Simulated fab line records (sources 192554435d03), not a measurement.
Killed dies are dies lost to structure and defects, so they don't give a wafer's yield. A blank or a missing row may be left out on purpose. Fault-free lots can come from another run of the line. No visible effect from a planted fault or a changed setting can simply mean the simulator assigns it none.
fab line records	flow n5Finfet
[record] lots = 7	wafers = 39
route steps=1938 shown BEOL_M2@890 BEOL_M3@980 BEOL_M5@1116
startH: hours from the record's first day to the start of the lot's first wafer shown	waitH: hours elapsed since this lot's preceding step	" repeats the value in the row above	L1.1+2: a single row standing in for several wafers	- no value present, or no start provided	* or withheld: withheld	< > ~ a bound
route shown NAME@n: NAME is a module with steps in the file, n the number in the route of the first one	usual: mean and standard deviation over wafers with no fault	same: alike in all rows	chamber/n: place in a boat	sites: the reading at each site	_std_site: standard deviation of those values	_edge_site: mean of outer sites minus mean of inner sites	radiusMm: for every site, how far away it sits from the centre of the wafer	mask NAME#n: copy n	behind: the tool/chamber that last shaped the wafer	hold: what put the lot on hold/how long, in hours/how the hold closed	device: which transistor (n, p or np) failed to switch	end of line: the tests these same wafers got at the end of their route	a step given without rows: its recipe and nothing more	killed: dies lost to structure and defects at the first sort, not the wafer's yield	map: shows each die of a wafer: x if killed, . if not, _ if none is there
set.NAME: setting as actually run; set.NAME@STEP: the setting as run at that earlier step	model.NAME: the simulator's own value behind a step, which no gauge read
lots whose settings were changed on purpose; a table a step, a row a wafer
[[steps]]
[step N5_BEOL_M2_TRENCH_ETCH_37]
[recipe] chemistry = C4F6/O2	targetDepthA = 555.55	target = SiOC	timeS = 29.2	ionEnergyEv = 250	pressureMtorr = 30	sourceW = 355	biasW = 185	Ar_flow_sccm = 300	C4F6_flow_sccm = 10	O2_flow_sccm = 10
lot.wafer	tool	chamber	startH	waitH	set.targetDepthA	model.BEOL_M2.featureDepthNm	model.etch.depthNm	model.TiN_of_BEOL_M2_HM_DEP_02.thkNm
L077.1	rieDiel-05	3	-	-	555.55	57.6	57.51	17.4
L077.2	"	2	"	"	555.55	54	54.09	17.6
L077.3	"	1	"	"	778.7	80.6	80.67	16.4
L077.4	"	0	"	"	778.7	78.2	78.21	16.6
L077.5	"	2	"	"	555.55	54.4	54.36	17.6
L077.6	"	1	"	"	778.7	80.6	80.68	16.6
L087.1	rieDiel-06	0	-	-	555.55	57.4	57.41	17.6
L087.2	"	3	"	"	555.55	54	53.99	18.2
L087.3	"	2	"	"	555.55	57.4	57.34	17.6
L087.4	"	1	"	"	555.55	55.8	55.79	18
L087.5	"	0	"	"	555.55	57.2	57.28	18.2
L087.6	"	1	"	"	555.55	55	55.01	18
L089.1	rieDiel-06	2	-	-	555.55	57.4	57.5	17.2
L089.2	"	3	"	"	555.55	54.6	54.53	17.4
L089.3	"	1	"	"	555.55	55.4	55.45	17.2
L089.4	"	0	"	"	739.3	76.4	76.32	17
L089.5	"	0	"	"	739.3	76.4	76.3	16.4
L089.6	"	1	"	"	739.3	74.6	74.58	16.4
L090.3	rieDiel-06	1	-	-	555.55	56.4	56.31	17.4
L090.4	"	2	"	"	555.55	57.6	57.51	17.2
L090.5	"	1	"	"	555.55	56	56.09	17.4
L091.1	rieDiel-06	2	-	-	240.7	25	24.93	18.8
L091.2	"	1	"	"	555.55	56.6	56.52	18
L091.3	"	0	"	"	555.55	57.8	57.82	17.6
L091.4	"	3	"	"	240.7	23.8	23.78	18.8
L091.5	"	0	"	"	240.7	25	24.92	18.8
L091.6	"	3	"	"	555.55	54.4	54.35	17.4
L097.1	rieDiel-01	2	-	-	298.7	30.4	30.47	18.6
L097.2	"	3	"	"	555.55	54.2	54.29	17.4
L097.3	"	1	"	"	555.55	53.8	53.72	17.4
L097.4	"	2	"	"	298.7	30.2	30.27	18.8
L097.5	"	3	"	"	555.55	54	53.95	17.8
L097.6	"	1	"	"	298.7	29	29	18.6
L096.1	rieDiel-05	3	-	-	555.55	56.8	56.83	17.8
L096.2	"	1	"	"	555.55	56.8	56.77	17.6
L096.3	"	0	"	"	555.55	55.4	55.41	17.6
L096.4	"	2	"	"	555.55	55.2	55.19	17.8
L096.5	"	0	"	"	555.55	55	54.95	17.6
L096.6	"	1	"	"	555.55	56.2	56.26	17.8
[step N5_BEOL_M2_ETCH_41]
[recipe] chemistry = CH3F/O2	target = SiCN	targetDepthA = 299	taperDeg = 2	timeS = 52.5	ionEnergyEv = 120	maskMaterial = TiN	pressureMtorr = 30	sourceW = 395	biasW = 75	Ar_flow_sccm = 150	CH3F_flow_sccm = 30	O2_flow_sccm = 20
[step N5_BEOL_M2_STRIP_97]
[recipe] chemistry = N2/H2	timeS = 10	powerW = 450	tempC = 40	pressureMtorr = 20	rfFrequencyHz = 6e+07	biasPowerW = 7	n2FlowSccm = 200	h2FlowSccm = 200
[step N5_BEOL_M2_OCD_MEAS_38]
[usual] trenchDepthNm = 55.8/1.3
lot.wafer	tool	chamber	startH	waitH	set.targetDepthA@BEOL_M2_TRENCH_ETCH_37	trenchDepthNm
L077.1	ocd-02	-	173.09	-	555.55	57.7
L077.2	"	-	"	"	555.55	54.5
L077.3	"	-	"	"	778.7	81.0
L077.4	"	-	"	"	778.7	78.4
L077.5	"	-	"	"	555.55	54.0
L077.6	"	-	"	"	778.7	81.0
L087.1	ocd-02	-	221.43	-	555.55	57.1
L087.2	"	-	"	"	555.55	54.4
L087.3	"	-	"	"	555.55	56.8
L087.4	"	-	"	"	555.55	56.2
L087.5	"	-	"	"	555.55	57.4
L087.6	"	-	"	"	555.55	55.3
L089.1	ocd-01	-	233.97	-	555.55	57.3
L089.2	"	-	"	"	555.55	54.2
L089.3	"	-	"	"	555.55	55.2
L089.4	"	-	"	"	739.3	76.4
L089.5	"	-	"	"	739.3	76.2
L089.6	"	-	"	"	739.3	74.2
L090.3	ocd-02	-	234.50	-	555.55	56.5
L090.4	"	-	"	"	555.55	57.4
L090.5	"	-	"	"	555.55	56.2
L091.1	ocd-02	-	242.88	-	240.7	24.8
L091.2	"	-	"	"	555.55	56.8
L091.3	"	-	"	"	555.55	57.8
L091.4	"	-	"	"	240.7	23.9
L091.5	"	-	"	"	240.7	24.9
L091.6	"	-	"	"	555.55	54.5
L097.1	ocd-01	-	284.85	-	298.7	30.5
L097.2	"	-	"	"	555.55	54.6
L097.3	"	-	"	"	555.55	53.6
L097.4	"	-	"	"	298.7	30.6
L097.5	"	-	"	"	555.55	53.9
L097.6	"	-	"	"	298.7	28.6
L096.1	ocd-01	-	288.78	-	555.55	56.3
L096.2	"	-	"	"	555.55	57.0
L096.3	"	-	"	"	555.55	55.1
L096.4	"	-	"	"	555.55	54.7
L096.5	"	-	"	"	555.55	54.7
L096.6	"	-	"	"	555.55	56.3
[step N5_BEOL_M2_HM_STRIP_39]
[recipe] chemistry = peroxideTinStrip	material = TiN	targetDepthA = 250	tempC = 50	timeS = 158
[step N5_BEOL_M2_SRD_40]
[recipe] timeS = 30	tempC = 23	rinseLiquid = diw	dry = ipaMarangoni
[step N5_BEOL_M2_ECD_50]
[recipe] material = Cu	targetThkA = 3000
[step N5_BEOL_M2_ANNEAL_51]
[recipe] tempC = 225	timeS = 90	ambient = N2
[step N5_BEOL_M2_CMP_52]
[recipe] stopOn = SiOC	tOverpolishS = 6.8	downForcePsi = 1	platenRpm = 50	clearingPlatenDownForcePsi = 1.5	clearingPlatenRpm = 50	postCmpClean = cuAlkaline	targetThkNm = 40	clearingPlatenPadVelocityMS = 0.99484	padVelocityMS = 0.99484
lot.wafer	tool	chamber	startH	waitH	set.targetDepthA@BEOL_M2_TRENCH_ETCH_37	model.Cu_of_BEOL_M2_ECD_50.thkNm
L077.1	cmp-01	3	176.34	0.3	555.55	41.4
L077.4	"	0	"	"	778.7	61.4
L077.2	"	1	"	"	555.55	38.8
L077.3	"	2	"	"	778.7	66
L077.6	"	3	"	"	778.7	64.4
L077.5	"	0	"	"	555.55	39.8
L087.1+3+5	cmp-02	1,0,1	225.52	0.3	555.55	42.8
L087.4	"	2	"	"	555.55	40.2
L087.2	"	3	"	"	555.55	39.4
L087.6	"	2	"	"	555.55	39.2
L089.3	cmp-04	0	237.33	0.2	555.55	40
L089.4	"	1	"	"	739.3	59
L089.1	"	2	"	"	555.55	43.4
L089.2	"	3	"	"	555.55	39.4
L089.5	"	0	"	"	739.3	60.8
L089.6	"	1	"	"	739.3	58.2
L090.3+5	cmp-02	0	238.40	0.2	555.55	40.8
L090.4	"	2	"	"	555.55	41.2
L091.3	cmp-02	1	248.09	0.2	555.55	43
L091.1	"	2	"	"	240.7	9
L091.2	"	3	"	"	555.55	39.8
L091.4	"	0	"	"	240.7	8.6
L091.5	"	1	"	"	240.7	8.2
L091.6	"	2	"	"	555.55	37.2
L097.1	cmp-04	0	288.57	0.3	298.7	15.6
L097.3+5	"	1	"	"	555.55	37.4
L097.2	"	2	"	"	555.55	40.2
L097.4	"	3	"	"	298.7	16.4
L097.6	"	0	"	"	298.7	14
L096.4	cmp-04	3	292.41	0.1	555.55	40
L096.1	"	0	"	"	555.55	42
L096.3	"	1	"	"	555.55	38.2
L096.2	"	2	"	"	555.55	43.2
L096.5	"	3	"	"	555.55	40.6
L096.6	"	0	"	"	555.55	41
[step N5_BEOL_M2_THK_MEAS_53]
[recipe] thkMeasGauge = xrf	reads = Cu_of_BEOL_M2_ECD_50
[usual] M2_THK = 40.8/1.6
lot.wafer	tool	chamber	startH	waitH	set.targetDepthA@BEOL_M2_TRENCH_ETCH_37	M2_THK[nm]
L077.1	filmMetro-01	-	176.63	-	555.55	41.3
L077.2	"	-	"	"	555.55	38.7
L077.3	"	-	"	"	778.7	66.0
L077.4	"	-	"	"	778.7	60.9
L077.5	"	-	"	"	555.55	39.7
L077.6	"	-	"	"	778.7	64.2
L087.1	filmMetro-01	-	225.81	-	555.55	43.1
L087.2	"	-	"	"	555.55	39.4
L087.3	"	-	"	"	555.55	42.9
L087.4	"	-	"	"	555.55	40.1
L087.5	"	-	"	"	555.55	42.8
L087.6	"	-	"	"	555.55	39.5
L089.1	filmMetro-01	-	237.63	-	555.55	43.2
L089.2	"	-	"	"	555.55	39.3
L089.3	"	-	"	"	555.55	40.1
L089.4	"	-	"	"	739.3	59.1
L089.5	"	-	"	"	739.3	60.9
L089.6	"	-	"	"	739.3	58.2
L090.3	filmMetro-01	-	238.70	-	555.55	40.9
L090.4	"	-	"	"	555.55	41.5
L090.5	"	-	"	"	555.55	40.8
L091.1	filmMetro-01	-	248.39	-	240.7	9.0
L091.2	"	-	"	"	555.55	39.8
L091.3	"	-	"	"	555.55	42.9
L091.4	"	-	"	"	240.7	8.7
L091.5	"	-	"	"	240.7	8.2
L091.6	"	-	"	"	555.55	37.5
L097.1	filmMetro-02	-	288.86	-	298.7	15.5
L097.2	"	-	"	"	555.55	40.1
L097.3	"	-	"	"	555.55	37.5
L097.4	"	-	"	"	298.7	16.4
L097.5	"	-	"	"	555.55	37.3
L097.6	"	-	"	"	298.7	13.9
L096.1	filmMetro-01	-	292.71	-	555.55	42.2
L096.2	"	-	"	"	555.55	43.2
L096.3	"	-	"	"	555.55	38.4
L096.4	"	-	"	"	555.55	39.8
L096.5	"	-	"	"	555.55	40.6
L096.6	"	-	"	"	555.55	40.7
[step N5_BEOL_M2_PRE_CLEAN_60]
[recipe] gas = NH3/H2	timeS = 15	tempC = *	rfPowerW = 300
[step N5_BEOL_M2_CO_CAP_55]
[recipe] material = Co	targetThkA = 20	tempC = 200	precursor = CCTBA/H2	pressureTorr = 30	timeS = 102.1
[step N5_BEOL_M2_PRE_CLEAN_56]
[recipe] gas = NH3	timeS = 15	tempC = withheld	rfPowerW = 300
[step N5_BEOL_M2_DEP_57]
[recipe] material = SiCN	targetThkA = 80	tempC = withheld	precursor = 3MS/NH3	pressureTorr = 3	rfW = 202	timeS = 14
[step N5_BEOL_M2_RS_MEAS_58]
[recipe] thkMeasGauge = four-point-probe	reads = Co_of_BEOL_M2_CO_CAP_55+Cu_of_BEOL_M2_ECD_50+Co_of_BEOL_M2_CVD_47+TaN_of_BEOL_M2_ALD_84
[usual] M2_RS = 0.65/0.033
lot.wafer	tool	chamber	startH	waitH	set.targetDepthA@BEOL_M2_TRENCH_ETCH_37	M2_RS[ohm/sq]
L077.1	filmMetro-02	-	176.96	0.1	555.55	0.64
L077.2	"	-	"	"	555.55	0.69
L077.3	"	-	"	"	778.7	0.36
L077.4	"	-	"	"	778.7	0.39
L077.5	"	-	"	"	555.55	0.67
L077.6	"	-	"	"	778.7	0.37
L087.1	filmMetro-02	-	226.07	0.0	555.55	0.61
L087.2	"	-	"	"	555.55	0.68
L087.3	"	-	"	"	555.55	0.61
L087.4	"	-	"	"	555.55	0.67
L087.5	"	-	"	"	555.55	0.61
L087.6	"	-	"	"	555.55	0.69
L089.1	filmMetro-01	-	237.89	0.0	555.55	0.60
L089.2	"	-	"	"	555.55	0.68
L089.3	"	-	"	"	555.55	0.67
L089.4	"	-	"	"	739.3	0.41
L089.5	"	-	"	"	739.3	0.40
L089.6	"	-	"	"	739.3	0.42
L090.3	filmMetro-02	-	238.96	0.1	555.55	0.65
L090.4	"	-	"	"	555.55	0.64
L090.5	"	-	"	"	555.55	0.65
L091.1	filmMetro-02	-	248.70	0.0	240.7	5.38
L091.2	"	-	"	"	555.55	0.67
L091.3	"	-	"	"	555.55	0.61
L091.4	"	-	"	"	240.7	5.58
L091.5	"	-	"	"	240.7	6.09
L091.6	"	-	"	"	555.55	0.73
L097.1	filmMetro-02	-	289.12	0.0	298.7	2.41
L097.2	"	-	"	"	555.55	0.67
L097.3	"	-	"	"	555.55	0.73
L097.4	"	-	"	"	298.7	2.24
L097.5	"	-	"	"	555.55	0.73
L097.6	"	-	"	"	298.7	2.81
L096.1	filmMetro-01	-	292.97	0.0	555.55	0.63
L096.2	"	-	"	"	555.55	0.61
L096.3	"	-	"	"	555.55	0.71
L096.4	"	-	"	"	555.55	0.67
L096.5	"	-	"	"	555.55	0.65
L096.6	"	-	"	"	555.55	0.65
[step N5_BEOL_M3_TRENCH_ETCH_37]
[recipe] chemistry = C4F6/O2	targetDepthA = 555.55	target = SiOC	timeS = 29.2	ionEnergyEv = 250	pressureMtorr = 30	sourceW = 355	biasW = 185	Ar_flow_sccm = 300	C4F6_flow_sccm = 10	O2_flow_sccm = 10
lot.wafer	tool	chamber	startH	waitH	set.targetDepthA	model.etch.depthNm	model.BEOL_M3.featureDepthNm
L077.1	rieDiel-03	0	-	-	296.7	30.54	30.6
L077.2	"	2	"	"	555.55	56.05	56
L077.3	"	3	"	"	555.55	54.26	54.2
L077.4	"	1	"	"	555.55	56.57	56.6
L077.5	"	3	"	"	296.7	28.99	29
L077.6	"	2	"	"	296.7	29.9	30
L087.1	rieDiel-04	3	-	-	464.8	46.14	46.2
L087.2	"	0	"	"	555.55	51.61	51.6
L087.3	"	1	"	"	464.8	44.6	44.6
L087.4	"	2	"	"	555.55	56.86	56.8
L087.5	"	2	"	"	555.55	57.05	57
L087.6	"	3	"	"	464.8	45.9	46
L089.1	rieDiel-02	3	-	-	555.55	54.75	54.8
L089.2	"	0	"	"	555.55	55.5	55.4
L089.3	"	2	"	"	429.2	41.52	41.6
L089.4	"	1	"	"	429.2	42.24	42.2
L089.5	"	0	"	"	555.55	54.6	54.6
L089.6	"	1	"	"	429.2	42.28	42.2
L090.3	rieDiel-03	1	-	-	555.55	56.22	56.2
L090.4	"	0	"	"	555.55	56.88	56.8
L090.5	"	2	"	"	555.55	55.61	55.6
L091.1	rieDiel-04	2	-	-	555.55	57.47	57.4
L091.2	"	3	"	"	555.55	56.15	56.2
L091.3	"	0	"	"	555.55	51.81	51.8
L091.4	"	1	"	"	555.55	53.76	53.8
L091.5	"	2	"	"	555.55	57.3	57.2
L091.6	"	3	"	"	555.55	55.76	55.8
L097.1	rieDiel-04	3	-	-	555.55	55.56	55.6
L097.2	"	0	"	"	555.55	50.89	50.8
L097.3	"	2	"	"	555.55	57.01	57
L097.4	"	1	"	"	555.55	53.9	53.8
L097.5	"	3	"	"	555.55	54.89	54.8
L097.6	"	0	"	"	555.55	51.47	51.4
L096.1	rieDiel-02	1	-	-	469.6	45.73	45.8
L096.2	"	0	"	"	555.55	54.63	54.6
L096.3	"	2	"	"	469.6	45.99	46
L096.4	"	3	"	"	469.6	48.11	48.2
L096.5	"	0	"	"	555.55	55.36	55.4
L096.6	"	1	"	"	555.55	53.87	53.8
[step N5_BEOL_M3_ETCH_41]
[recipe] chemistry = CH3F/O2	target = SiCN	targetDepthA = 299	taperDeg = 2	timeS = 52.5	ionEnergyEv = 120	maskMaterial = TiN	pressureMtorr = 30	sourceW = 395	biasW = 75	Ar_flow_sccm = 150	CH3F_flow_sccm = 30	O2_flow_sccm = 20
[step N5_BEOL_M3_STRIP_97]
[recipe] chemistry = N2/H2	timeS = 10	powerW = 450	tempC = 40	pressureMtorr = 20	rfFrequencyHz = 6e+07	biasPowerW = 7	n2FlowSccm = 200	h2FlowSccm = 200
[step N5_BEOL_M3_OCD_MEAS_38]
[usual] trenchDepthNm = 55.2/1.4
lot.wafer	tool	chamber	startH	waitH	set.targetDepthA@BEOL_M3_TRENCH_ETCH_37	trenchDepthNm
L077.1	ocd-02	-	185.57	-	296.7	30.3
L077.2	"	-	"	"	555.55	56.3
L077.3	"	-	"	"	555.55	54.1
L077.4	"	-	"	"	555.55	57.3
L077.5	"	-	"	"	296.7	28.8
L077.6	"	-	"	"	296.7	30.0
L087.1	ocd-01	-	242.57	-	464.8	46.1
L087.2	"	-	"	"	555.55	51.6
L087.3	"	-	"	"	464.8	44.9
L087.4	"	-	"	"	555.55	57.0
L087.5	"	-	"	"	555.55	57.1
L087.6	"	-	"	"	464.8	45.8
L089.1	ocd-01	-	242.91	-	555.55	55.1
L089.2	"	-	"	"	555.55	55.8
L089.3	"	-	"	"	429.2	41.5
L089.4	"	-	"	"	429.2	42.7
L089.5	"	-	"	"	555.55	54.0
L089.6	"	-	"	"	429.2	42.3
L090.3	ocd-02	-	243.33	-	555.55	56.4
L090.4	"	-	"	"	555.55	57.0
L090.5	"	-	"	"	555.55	55.6
L091.1	ocd-01	-	256.15	-	555.55	57.6
L091.2	"	-	"	"	555.55	55.9
L091.3	"	-	"	"	555.55	51.9
L091.4	"	-	"	"	555.55	54.3
L091.5	"	-	"	"	555.55	57.6
L091.6	"	-	"	"	555.55	55.7
L097.1	ocd-02	-	296.11	-	555.55	55.7
L097.2	"	-	"	"	555.55	50.9
L097.3	"	-	"	"	555.55	57.2
L097.4	"	-	"	"	555.55	53.8
L097.5	"	-	"	"	555.55	55.0
L097.6	"	-	"	"	555.55	51.5
L096.1	ocd-02	-	300.24	-	469.6	46.1
L096.2	"	-	"	"	555.55	54.5
L096.3	"	-	"	"	469.6	45.6
L096.4	"	-	"	"	469.6	48.4
L096.5	"	-	"	"	555.55	55.0
L096.6	"	-	"	"	555.55	53.8
[step N5_BEOL_M5_HM_DEP_02]
[recipe] material = TiN	targetThkA = 200	tempC = 25	chamberPressurePa = 0.49996
lot.wafer	tool	chamber	startH	waitH	set.targetThkA	model.TiN_of_BEOL_M5_HM_DEP_02.thkNm
L077.1	pvdSputter-03	-	207.46	2.8	200	19.4
L077.2+6	"	-	"	"	234.2	23
L077.3	"	-	"	"	200	19.6
L077.4	"	-	"	"	234.2	22.6
L077.5	"	-	"	"	200	19.2
L089.1+6	pvdSputter-01	-	265.60	0.5	165.6	16
L089.2	"	-	"	"	200	19.4
L089.3	"	-	"	"	165.6	16.6
L089.4+5	"	-	"	"	200	19.6
L087.1+3+4+6	pvdSputter-01	-	265.70	0.6	200	19.8
L087.2	"	-	"	"	200	20.2
L087.5	"	-	"	"	200	19.6
L090.3+5	pvdSputter-02	-	274.18	3.0	200	20.4
L090.4	"	-	"	"	200	19.6
L091.1	pvdSputter-03	-	274.70	0.4	243.3	24
L091.2+5	"	-	"	"	200	19.8
L091.3	"	-	"	"	200	20.2
L091.4+6	"	-	"	"	243.3	24.4
L097.1+4	pvdSputter-03	-	312.23	0.6	200	19.8
L097.2+6	"	-	"	"	240	23.6
L097.3	"	-	"	"	200	19.4
L097.5	"	-	"	"	240	24
L096.1+3	pvdSputter-03	-	315.68	1.4	200	19.8
L096.2	"	-	"	"	200	19.2
L096.4+6	"	-	"	"	235.4	23
L096.5	"	-	"	"	235.4	23.2
[step N5_BEOL_M5_COAT_59]
[recipe] resist = SOC	tempC = 250	timeS = 60	spinRpm = 1500	resistThkNm = 60
[step N5_BEOL_M5_COAT_60]
[recipe] resist = SiARC	tempC = 220	timeS = 60	spinRpm = 1500	resistThkNm = 12
[step N5_BEOL_M5_STRIP_73]
[recipe] chemistry = N2/H2	tempC = 40	n2FlowSccm = 200	h2FlowSccm = 200	rfFrequencyHz = 6e+07
[step N5_BEOL_M5_STRIP_64]
[recipe] chemistry = CF4	resist = SiARC	powerW = 300	biasPowerW = 75	pressureMtorr = 50	cf4FlowSccm = 150	rfFrequencyHz = 6e+07
[step N5_BEOL_M5_HM_OPEN_17]
[recipe] chemistry = Cl2/BCl3	targetDepthA = 200	overetchA = 60	target = TiN	maskMaterial = SOC	ionEnergyEv = 150	pressureMtorr = 10	icpW = 1000	biasW = 126	Cl2_flow_sccm = 53.25	bcl3FlowSccm = 21.75	Ar_flow_sccm = 25
lot.wafer	tool	chamber	startH	waitH	set.targetThkA@BEOL_M5_HM_DEP_02	model.etch.depthNm
L077.1	rieMetal-03	0	208.22	0.0	200	19.37
L077.2	"	1	"	"	234.2	22.98
L077.3	"	0	"	"	200	19.6
L077.4	"	1	"	"	234.2	22.54
L077.5	"	1	"	"	200	19.24
L077.6	"	0	"	"	234.2	22.93
L089.1	rieMetal-02	0	266.49	0.0	165.6	15.99
L089.2	"	1	"	"	200	19.46
L089.3	"	1	"	"	165.6	16.59
L089.4	"	0	"	"	200	19.6
L089.5	"	1	"	"	200	19.54
L089.6	"	0	"	"	165.6	15.97
L087.1	rieMetal-03	1	266.57	0.0	200	19.88
L087.2	"	1	"	"	200	20.24
L087.3	"	1	"	"	200	19.73
L087.4	"	1	"	"	200	19.76
L087.5	"	1	"	"	200	19.65
L087.6	"	1	"	"	200	19.89
L090.3	rieMetal-02	0	274.97	0.1	200	20.47
L090.4	"	1	"	"	200	19.67
L090.5	"	1	"	"	200	20.32
L091.1	rieMetal-01	0	275.84	0.0	243.3	24.01
L091.2	"	1	"	"	200	19.78
L091.3	"	1	"	"	200	20.1
L091.4	"	0	"	"	243.3	24.36
L091.5	"	1	"	"	200	19.74
L091.6	"	0	"	"	243.3	24.43
L097.1	rieMetal-02	1	313.12	0.0	200	19.74
L097.2	"	0	"	"	240	23.52
L097.3	"	1	"	"	200	19.45
L097.4	"	0	"	"	200	19.75
L097.5	"	0	"	"	240	24.01
L097.6	"	1	"	"	240	23.51
L096.1	rieMetal-01	1	316.60	0.0	200	19.77
L096.2	"	0	"	"	200	19.28
L096.3	"	1	"	"	200	19.8
L096.4	"	0	"	"	235.4	23.04
L096.5	"	1	"	"	235.4	23.24
L096.6	"	0	"	"	235.4	22.95
[[key]]
[split] step = N5_BEOL_M2_TRENCH_ETCH_37	setting = targetDepthA	stated = 555.55	by = wafer
[response] step = N5_BEOL_M2_TRENCH_ETCH_37	reading = model.BEOL_M2.featureDepthNm	change = +0.565	per = 1%	r = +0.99
[response] step = N5_BEOL_M2_TRENCH_ETCH_37	reading = model.etch.depthNm	change = +0.565	per = 1%	r = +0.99
[response] step = N5_BEOL_M2_TRENCH_ETCH_37	reading = model.TiN_of_BEOL_M2_HM_DEP_02.thkNm	change = -0.0222	per = 1%	r = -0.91
[response] step = N5_BEOL_M2_OCD_MEAS_38	reading = trenchDepthNm	change = +0.568	per = 1%	r = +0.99
[response] step = N5_BEOL_M2_CMP_52	reading = model.Cu_of_BEOL_M2_ECD_50.thkNm	change = +0.548	per = 1%	r = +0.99
[response] step = N5_BEOL_M2_THK_MEAS_53	reading = M2_THK	change = +0.548	per = 1%	r = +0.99
[response] step = N5_BEOL_M2_RS_MEAS_58	reading = M2_RS	shape = bent	atLowest = 5.68	atStated = 0.66	atHighest = 0.37
[split] step = N5_BEOL_M3_TRENCH_ETCH_37	setting = targetDepthA	stated = 555.55	by = wafer
[response] step = N5_BEOL_M3_TRENCH_ETCH_37	reading = model.etch.depthNm	change = +0.557	per = 1%	r = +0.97
[response] step = N5_BEOL_M3_TRENCH_ETCH_37	reading = model.BEOL_M3.featureDepthNm	change = +0.555	per = 1%	r = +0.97
[response] step = N5_BEOL_M3_OCD_MEAS_38	reading = trenchDepthNm	change = +0.56	per = 1%	r = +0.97
[split] step = N5_BEOL_M5_HM_DEP_02	setting = targetThkA	stated = 200	by = wafer
[response] step = N5_BEOL_M5_HM_DEP_02	reading = model.TiN_of_BEOL_M5_HM_DEP_02.thkNm	change = +0.199	per = 1%	r = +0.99
[response] step = N5_BEOL_M5_HM_OPEN_17	reading = model.etch.depthNm	change = +0.199	per = 1%	r = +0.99
